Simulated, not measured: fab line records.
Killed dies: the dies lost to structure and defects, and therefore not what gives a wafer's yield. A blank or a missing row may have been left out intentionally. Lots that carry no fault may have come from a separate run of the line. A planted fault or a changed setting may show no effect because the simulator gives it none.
fab line records    flow n5Finfet
record: lots: 9  wafers: 25  lastDay: 17
route steps=1938 shown BEOL_M0_SAQP@693 BEOL_M0_CUTY@709 BEOL_M4@1111 PASSIVATION@1936
lots that met no fault: from a run of the same line without faults
startH: hours from the record's first day to the start of the lot's first wafer shown    waitH: how many hours have passed since the lot's step before this one    " same as the row above    L1.1+2: several wafers, shown together as one row    - either no value or no given start    * or withheld: withheld    < > ~ a bound
route shown NAME@n: a module of which the file shows steps, and the number in the route of the first    usual: the fault-free wafers' mean and standard deviation    same: alike in all rows    chamber/n: place in a boat    sites: readings site by site    _std_site: the values' standard deviation    _edge_site: inner sites' mean taken away from outer sites' mean    radiusMm: how far each site lies from the wafer's centre    mask NAME#n: copy n    behind: the tool/chamber that last shaped the wafer    hold: reason for holding the lot/hours on hold/outcome of the hold    device: the n, p or np transistor that did not switch    end of line: tests of these same wafers at the route's end    a step given without rows: its recipe and nothing more    killed: dies that structure and defects cost at the first sort, which is not the same as the wafer's yield    map: shows each die of a wafer: x if killed, . if not, _ if none is there
set.NAME: the setting the step ran with; set.NAME@STEP: the setting that earlier step ran with    model.NAME: the simulator's own value behind a step, which no gauge read
a sample of lots followed through the steps of the route, with each step as a table and each wafer as a row
services: the hour from which a tool's chamber was out of use, counted from the record's first day as startH (under 0 if before that day), plus the number of hours and why
== steps ==
step: N5_BEOL_M0_SAQP_ETCH_88
recipe: chemistry: N2/H2  target: underlayer  targetDepthA: 65  timeS: 5.2  ionEnergyEv: 200  maskMaterial: CAR-EUV  pressureMtorr: 30  sourceW: 840  biasW: 150  n2FlowSccm: 200  h2FlowSccm: 200  ends: cleared
usual: drypumpMotorCurrentA: 5.5/0.47  etchRfOnTimeS: 5.18/0.14  oesProductAu: 0.67/0.095  rfVppV: 523.9/2.9  showerheadPlenumPTorr: 2.53/0.089  throttleValvePct: 17.7/0.37
lot.wafer  tool        chamber  startH  waitH  drypumpMotorCurrentA  etchRfOnTimeS  oesProductAu  rfHoursCounterH  rfVppV  showerheadPlenumPTorr  throttleValvePct
L458.4     rieDiel-03  1        116.22  0.0    4.9                   5.14           0.78          21               530.1   2.71                   18.1
L458.5     "           0        "       "      5.7                   5.05           0.61          -                521.9   2.50                   18.0
L458.6     "           1        "       "      4.9                   5.12           0.79          -                529.7   2.71                   18.1
L459.2     rieDiel-03  2        124.28  0.0    6.6                   5.19           0.68          136              527.1   2.63                   17.6
L459.3     "           0        "       "      5.7                   5.04           0.61          224              520.6   2.50                   18.0
L459.4     "           3        "       "      5.5                   5.16           0.60          238              522.0   2.50                   18.2
L461.2     rieDiel-05  2        131.45  0.0    5.7                   5.16           0.57          221              524.0   2.61                   17.4
L461.4     "           0        "       "      5.5                   5.12           0.78          27               522.9   2.58                   17.1
L461.5     "           2        "       "      5.7                   5.17           0.58          -                527.6   2.61                   17.4
L466.1     rieDiel-05  1        167.97  0.0    5.8                   5.54           0.59          234              519.5   2.42                   18.1
L466.4     "           0        "       "      5.6                   5.07           0.77          39               523.9   2.57                   17.2
L466.6     "           3        "       "      5.0                   5.04           0.59          -                521.1   2.49                   17.6
L468.1     rieDiel-03  1        181.04  0.0    4.9                   5.22           0.73          46               527.3   2.70                   18.2
L468.2     "           0        "       "      5.7                   5.16           0.58          246              521.9   2.49                   18.1
L468.4     "           3        "       "      5.4                   4.94           0.88          0                522.9   2.50                   17.8
L476.1     rieDiel-03  3        222.24  0.0    5.5                   4.95           0.81          15               522.9   2.49                   17.8
L476.6     "           1        "       "      4.9                   5.17           0.72          -                529.2   2.69                   18.2
L478.1     rieDiel-05  0        231.20  0.0    5.5                   5.19           0.74          63               523.9   2.56                   17.2
L478.2     "           3        "       "      5.0                   5.00           0.83          9                521.8   2.49                   17.1
L478.6     "           2        "       "      5.7                   5.20           0.56          -                526.6   2.59                   17.4
L479.1     rieDiel-04  2        236.52  0.0    6.3                   5.09           0.60          236              523.6   2.51                   18.3
L479.5     "           2        "       "      6.3                   5.11           0.60          -                523.4   2.51                   18.3
L481.1     rieDiel-03  0        247.25  0.0    5.6                   4.91           0.82          9                523.7   2.48                   17.7
L481.3     "           1        "       "      4.9                   5.14           0.71          69               527.9   2.69                   18.2
L481.5     "           0        "       "      5.6                   4.96           0.82          -                523.0   2.48                   17.7
step: N5_BEOL_M0_CUTY_OVL_MEAS_58
recipe: pointsPerWafer: 44
usual: M0_ABLK_OVL: 0.5/0.9
lot.wafer  tool        chamber  startH  waitH  M0_ABLK_OVL[nm]
L458.4     overlay-01  0        117.52  0.0    0.5
L458.5     "           0        "       "      1.3
L458.6     "           0        "       "      0.5
L459.2     overlay-01  0        126.02  0.0    1.8
L459.3     "           0        "       "      1.1
L459.4     "           0        "       "      0.8
L461.2     overlay-02  0        132.81  0.0    0.1
L461.4     "           0        "       "      0.1
L461.5     "           0        "       "      -0.6
L466.1     overlay-02  0        169.42  0.0    -0.7
L466.4     "           0        "       "      -2.1
L466.6     "           0        "       "      -0.7
L468.1     overlay-01  0        182.55  0.0    -0.5
L468.2     "           0        "       "      0.1
L468.4     "           0        "       "      0.8
L476.1     overlay-02  0        223.42  0.0    -1.3
L476.6     "           0        "       "      -0.4
L478.1     overlay-02  0        232.37  0.0    0.3
L478.2     "           0        "       "      1.3
L478.6     "           0        "       "      0.3
L479.1     overlay-02  0        237.82  0.0    1.5
L479.5     "           0        "       "      1.8
L481.1     overlay-02  0        248.90  0.0    1.6
L481.3     "           0        "       "      2.1
L481.5     "           0        "       "      1.3
step: N5_BEOL_M0_CUTY_INSPECT_59
recipe: mode: adi  inspectInstrument: macro
usual: rawDefectCount: 2.0/1.5
lot.wafer  tool              chamber  startH  waitH  rawDefectCount
L458.4     defectInspect-01  -        117.55  0.0    1
L458.5     "                 -        "       "      0
L458.6     "                 -        "       "      2
L459.2     defectInspect-02  -        126.05  0.0    4
L459.3     "                 -        "       "      2
L459.4     "                 -        "       "      5
L461.2     defectInspect-01  -        132.84  0.0    4
L461.4     "                 -        "       "      1
L461.5     "                 -        "       "      2
L466.1     defectInspect-02  -        169.45  0.0    1
L466.4     "                 -        "       "      2
L466.6     "                 -        "       "      2
L468.1     defectInspect-02  -        182.58  0.0    0
L468.2     "                 -        "       "      2
L468.4     "                 -        "       "      2
L476.1     defectInspect-02  -        223.44  0.0    2
L476.6     "                 -        "       "      0
L478.1     defectInspect-01  -        232.40  0.0    3
L478.2     "                 -        "       "      >300
L478.6     "                 -        "       "      2
L479.1     defectInspect-01  -        237.84  0.0    0
L479.5     "                 -        "       "      0
L481.1     defectInspect-01  -        248.92  0.0    2
L481.3     "                 -        "       "      5
L481.5     "                 -        "       "      3
step: N5_BEOL_M0_CUTY_DESCUM_61
recipe: chemistry: O2  timeS: 7.9  sourcePowerW: 50  biasPowerW: 20  pressureMtorr: 20  rfFrequencyHz: 2.712e+07  tempC: 40  resist: CAR-ArF-block  o2FlowSccm: 225
usual: drypumpMotorCurrentA: 5.6/0.48  oesProductAu: 0.81/0.068  rfVppV: 243.3/1.4  showerheadPlenumPTorr: 2.10/0.085  throttleValvePct: 20.37/0.18
lot.wafer  tool        chamber  startH  waitH  drypumpMotorCurrentA  oesProductAu  rfHoursCounterH  rfVppV  showerheadPlenumPTorr  throttleValvePct
L458.4     rieDiel-01  0        117.60  0.0    6.0                   0.74          200              242.6   1.98                   20.55
L458.5     "           1        "       "      5.3                   0.71          -                243.8   2.08                   20.51
L458.6     "           0        "       "      6.1                   0.73          -                241.4   1.98                   20.55
L459.2     rieDiel-01  0        127.37  1.3    6.1                   0.72          205              242.2   1.98                   20.57
L459.3     "           3        "       "      5.7                   0.88          16               242.9   2.05                   20.36
L459.4     "           1        "       "      5.3                   0.71          195              244.0   2.08                   20.50
L461.2     rieDiel-01  3        133.89  1.1    5.7                   0.88          20               242.2   2.05                   20.37
L461.4     "           0        "       "      6.1                   0.72          209              240.8   1.98                   20.57
L461.5     "           3        "       "      5.7                   0.88          -                244.3   2.05                   20.36
L466.1     rieDiel-01  3        169.48  0.0    5.7                   0.84          35               242.8   2.04                   20.38
L466.4     "           3        "       "      5.7                   0.84          -                241.4   2.04                   20.40
L466.6     "           1        "       "      5.3                   0.70          -                241.9   2.07                   20.51
L468.1     rieDiel-01  2        182.61  0.0    6.4                   0.97          1                242.6   2.04                   20.13
L468.2     "           3        "       "      5.7                   0.84          42               241.0   2.04                   20.41
L468.4     "           1        "       "      5.3                   0.69          220              244.7   2.07                   20.54
L476.1     rieDiel-06  0        223.48  0.0    5.3                   0.86          35               245.0   2.24                   20.54
L476.6     "           2        "       "      5.4                   0.87          -                243.7   2.22                   20.51
L478.1     rieDiel-02  3        232.47  0.1    4.8                   0.81          94               241.0   2.02                   20.52
L478.2     "           0        "       "      5.8                   0.82          63               243.2   2.11                   20.06
L478.6     "           0        "       "      5.8                   0.83          -                243.4   2.11                   20.04
L479.1     rieDiel-06  2        237.88  0.0    5.4                   0.86          54               243.7   2.22                   20.52
L479.5     "           0        "       "      5.3                   0.85          -                245.9   2.24                   20.56
L481.1     rieDiel-02  1        248.98  0.1    5.6                   0.80          88               242.6   2.12                   20.25
L481.3     "           0        "       "      5.8                   0.81          70               243.0   2.11                   20.06
L481.5     "           1        "       "      5.6                   0.80          -                243.4   2.12                   20.25
step: N5_BEOL_M0_CUTY_ETCH_63
recipe: chemistry: N2/H2  target: SOC  targetDepthA: 827  overetchA: 165  maskMaterial: SiARC  tempC: 40  ionEnergyEv: 200  timeS: 124  pressureMtorr: 30  sourceW: 840  biasW: 150  n2FlowSccm: 200  h2FlowSccm: 200
usual: drypumpMotorCurrentA: 5.7/0.48  oesProductAu: 0.67/0.055  rfVppV: 524.2/2.7  showerheadPlenumPTorr: 2.56/0.097  throttleValvePct: 17.74/0.18
lot.wafer  tool        chamber  startH  waitH  drypumpMotorCurrentA  oesProductAu  rfHoursCounterH  rfVppV  showerheadPlenumPTorr  throttleValvePct
L458.4     rieDiel-01  0        117.68  0.0    6.1                   0.59          200              521.0   2.42                   17.99
L458.5     "           1        "       "      5.3                   0.59          -                523.9   2.54                   17.96
L458.6     "           0        "       "      6.2                   0.60          -                520.4   2.42                   17.99
L459.2     rieDiel-01  0        127.46  0.0    6.2                   0.60          205              520.5   2.42                   18.00
L459.3     "           3        "       "      5.7                   0.73          16               522.4   2.48                   17.69
L459.4     "           1        "       "      5.3                   0.58          195              524.0   2.53                   17.97
L461.2     rieDiel-01  3        133.97  0.0    5.8                   0.73          20               520.1   2.48                   17.71
L461.4     "           0        "       "      6.1                   0.60          209              520.3   2.42                   18.00
L461.5     "           3        "       "      5.7                   0.73          -                523.7   2.48                   17.69
L466.1     rieDiel-01  3        169.56  0.0    5.7                   0.70          35               522.1   2.48                   17.73
L466.4     "           3        "       "      5.7                   0.70          -                522.7   2.48                   17.73
L466.6     "           1        "       "      5.3                   0.58          -                524.1   2.52                   18.00
L468.1     rieDiel-01  2        182.69  0.0    6.4                   0.78          1                522.8   2.49                   17.48
L468.2     "           3        "       "      5.7                   0.70          42               521.4   2.47                   17.73
L468.4     "           1        "       "      5.3                   0.57          220              522.7   2.52                   18.01
L476.1     rieDiel-06  0        223.56  0.0    5.3                   0.72          35               529.3   2.71                   17.76
L476.6     "           2        "       "      5.4                   0.71          -                528.2   2.70                   17.85
L478.1     rieDiel-02  3        232.55  0.0    4.8                   0.67          94               521.1   2.45                   17.80
L478.2     "           0        "       "      5.8                   0.69          63               525.0   2.60                   17.60
L478.6     "           0        "       "      5.8                   0.68          -                525.0   2.60                   17.59
L479.1     rieDiel-06  2        237.96  0.0    5.4                   0.70          54               529.2   2.69                   17.88
L479.5     "           0        "       "      5.3                   0.70          -                527.3   2.71                   17.77
L481.1     rieDiel-02  1        249.06  0.0    5.6                   0.66          88               524.8   2.57                   17.54
L481.3     "           0        "       "      5.8                   0.67          70               523.9   2.59                   17.61
L481.5     "           1        "       "      5.6                   0.65          -                524.4   2.57                   17.53
step: N5_BEOL_M4_RC_MEAS_101
usual: DIBL_N: 36.1/1.5  DIBL_P: 36.1/1.9  IOFF_N: 0.159/0.029  IOFF_P: 0.21/0.038  ION_N: 675/11  ION_P: 464/8.1  SS_N: 71.5/0.57  SS_P: 73.3/0.64  VT_N: 249/3.1  VT_P: -250/3.8
lot.wafer  tool       chamber  startH  waitH  DIBL_N[mV/V]  DIBL_P[mV/V]  IOFF_N[nA/um]  IOFF_P[nA/um]  ION_N[uA/um]  ION_P[uA/um]  SS_N[mV/dec]  SS_P[mV/dec]  VT_N[mV]  VT_P[mV]
L458.4     prober-01  0        158.90  0.5    37.0          37.6          0.149          0.21           664           462           71.6          73.3          249       -251
L458.5     "          0        "       "      35.4          34.6          0.118          0.17           654           457           71.8          72.9          255       -254
L458.6     "          0        "       "      37.2          38.3          0.144          0.22           664           461           71.6          73.2          252       -251
L459.2     prober-01  0        174.34  0.2    36.9          35.9          0.156          0.20           667           456           71.5          72.8          250       -250
L459.3     "          0        "       "      36.2          35.2          0.148          0.19           675           457           71.4          73.0          251       -252
L459.4     "          0        "       "      36.3          34.8          0.152          0.18           658           453           71.5          72.6          253       -252
L461.2     prober-01  0        177.54  0.2    37.8          37.3          0.161          0.24           666           464           71.8          73.8          249       -246
L461.4     "          0        "       "      35.9          34.2          0.137          0.19           672           462           72.3          72.5          250       -249
L461.5     "          0        "       "      36.7          36.4          0.148          0.22           654           454           71.5          73.3          253       -247
L466.1     prober-02  0        219.08  0.0    37.8          38.2          0.171          0.24           679           470           72.0          74.1          250       -249
L466.4     "          0        "       "      37.4          37.0          0.156          0.21           670           456           71.8          73.5          254       -249
L466.6     "          0        "       "      36.2          36.6          0.140          0.21           657           465           71.6          73.0          249       -250
L468.1     prober-01  0        221.25  0.0    38.4          39.8          0.223          0.27           690           473           71.5          73.7          245       -246
L468.2     "          0        "       "      35.0          35.6          0.157          0.22           676           471           71.9          73.3          247       -249
L468.4     "          0        "       "      34.1          34.0          0.149          0.19           677           467           71.1          72.8          247       -251
L476.1     prober-01  0        274.06  0.0    35.3          36.4          0.159          0.21           688           463           72.2          73.5          248       -249
L476.6     "          0        "       "      37.3          39.1          0.206          0.26           689           468           72.0          74.1          244       -247
L478.1     prober-01  0        281.30  0.0    37.1          36.9          0.177          0.26           686           476           72.1          73.8          245       -245
L478.2     "          0        "       "      36.9          37.2          0.184          0.28           691           481           71.4          73.1          248       -241
L478.6     "          0        "       "      38.5          39.3          0.213          0.31           702           479           72.2          73.5          244       -241
L479.1     prober-02  0        300.63  0.0    35.6          36.6          0.159          0.20           674           456           71.3          72.6          247       -252
L479.5     "          0        "       "      34.5          34.6          0.131          0.17           664           456           71.1          73.1          252       -255
L481.1     prober-01  0        321.45  0.0    36.2          36.8          0.181          0.23           684           469           71.1          73.3          247       -247
L481.3     "          0        "       "      36.6          36.4          0.180          0.23           680           468           70.9          72.5          246       -248
L481.5     "          0        "       "      34.8          36.0          0.168          0.23           686           473           71.5          73.6          244       -247
step: N5_PASSIVATION_PROBE_49
usual: defectLimitedYield: 91.5/1.6  killed_at_M0_to_M3: 33/10  killed_at_M4_up: 13/5.6  killedAtContacts: 13/6  killedAtFrontEnd: 39/12  killedAtOther: 3.0/2.8  killedDies: 101/19  killedOnRim: 13/4  killedOpen: 65/13  killedShort: 32/8.3  sort_bin_5_function: 5.0/1  sort_bin_6_memory: 3.1/0.69  sortNPass: 1079/19  sortYieldPct: 91.5/1.6
same: grossDies: 1180  killedAtBackSide: 0  sort_bin_4_leakage[%]: 0  sort_bin_8_speed[%]: 0
lot.wafer  tool       chamber  startH  waitH  defectLimitedYield[%]  killed_at_M0_to_M3  killed_at_M4_up  killedAtContacts  killedAtFrontEnd  killedAtOther  killedDies  killedOnRim  killedOpen  killedShort  sort_bin_5_function[%]  sort_bin_6_memory[%]  sortNPass  sortYieldPct[%]
L478.1     prober-02  -        380.59  0.0    90.3                   45                  15               14                36                5              115         7            77          29           5.9                     3.2                   1065       90.3
L478.2     prober-02  -        380.64  0.1    79.8                   164                 13               21                31                9              238         33           69          28           13.4                    2.6                   942        79.8
L478.6     prober-02  -        380.84  0.3    88.7                   62                  8                25                32                6              133         20           94          39           6.3                     4.4                   1047       88.7
killed by level:class
L478.1 MOL_CONTACT_COAG:geometricParticle:open=12 BEOL_M0_SAQP:geometricParticle:open=11 FIN_SAQP:geometricParticle:open=7 STI_FIN_REVEAL:geometricParticle:open=7 BEOL_M1:geometricParticle:open=7 GATE_CUT:geometricParticle:short=6 BEOL_M0_SAQP:geometricParticle:short=6 BEOL_M3:geometricParticle:open=6
L478.2 BEOL_M0_SAQP:unspecified=140 MOL_CONTACT_COAG:geometricParticle:open=18 STI_FIN_REVEAL:geometricParticle:open=8 BEOL_M4:geometricParticle:open=8 BEOL_M1:geometricParticle:open=6 BEOL_M3:geometricParticle:open=5 BEOL_M3:geometricParticle:short=5 FIN_SAQP:geometricParticle:open=4
L478.6 MOL_CONTACT_COAG:geometricParticle:open=21 BEOL_M3:geometricParticle:open=18 BEOL_M1:geometricParticle:open=15 STI_FIN_REVEAL:geometricParticle:open=13 BEOL_M0_SAQP:geometricParticle:short=9 BEOL_M0_SAQP:geometricParticle:open=7 BEOL_M2:geometricParticle:open=7 BEOL_M3:geometricParticle:short=5
== services ==
tool        chamber  startH  hours  kind
rieDiel-06  -        104.51  28.1   pm
rieDiel-02  0        145.20  4.2    repair
rieDiel-01  2        155.86  -      clean
rieDiel-01  2        155.86  -      consumableReplace:focusRing
rieDiel-01  2        155.86  24.8   scheduledDown
rieDiel-01  2        155.86  24.8   ventCycle
rieDiel-03  3        162.99  -      clean
rieDiel-03  3        162.99  -      consumableReplace:focusRing
rieDiel-03  3        162.99  17.8   scheduledDown
rieDiel-03  3        162.99  17.8   ventCycle
rieDiel-05  3        180.01  -      clean
rieDiel-05  3        180.01  -      consumableReplace:focusRing
rieDiel-05  3        180.01  23.3   scheduledDown
rieDiel-04  1        183.48  4.8    repair
rieDiel-03  0        193.33  -      clean
rieDiel-03  0        193.33  -      consumableReplace:focusRing
rieDiel-03  0        193.33  26.6   scheduledDown
rieDiel-03  0        193.33  26.6   ventCycle
rieDiel-06  3        219.51  1.4    repair
rieDiel-01  0        239.19  -      clean
rieDiel-01  0        239.19  -      consumableReplace:focusRing
rieDiel-01  0        239.19  -      consumableReplace:showerhead
rieDiel-01  0        239.19  32.1   scheduledDown
rieDiel-01  0        239.19  32.1   ventCycle
== key ==
firstSign: step: N5_BEOL_M0_CUTY_INSPECT_59  reading: rawDefectCount  direction: up  sigmas: 99+  usual: 2.0  struck: >300
effect: step: N5_PASSIVATION_PROBE_49  reading: killed_at_M0_to_M3  direction: up  sigmas: 13  usual: 33  struck: 164
moreKillsBornAt: N5_BEOL_M0_SAQP_ETCH_88@rieDiel-05: 140
metAt N5_BEOL_M0_SAQP_ETCH_88
struckLots L478
struckWafers L478.2
notActingAt N5_BEOL_M0_CUTY_OVL_MEAS_58,N5_BEOL_M0_CUTY_DESCUM_61,N5_BEOL_M0_CUTY_ETCH_63
onsetBetween 167.97 231.20
fault: kind: chamberParticleSource  tool: rieDiel-05  chamber: 3  onsetH: 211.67  steps: N5_BEOL_M0_SAQP_ETCH_88  ratePerVisitCm2: 2.1023  endH: 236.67
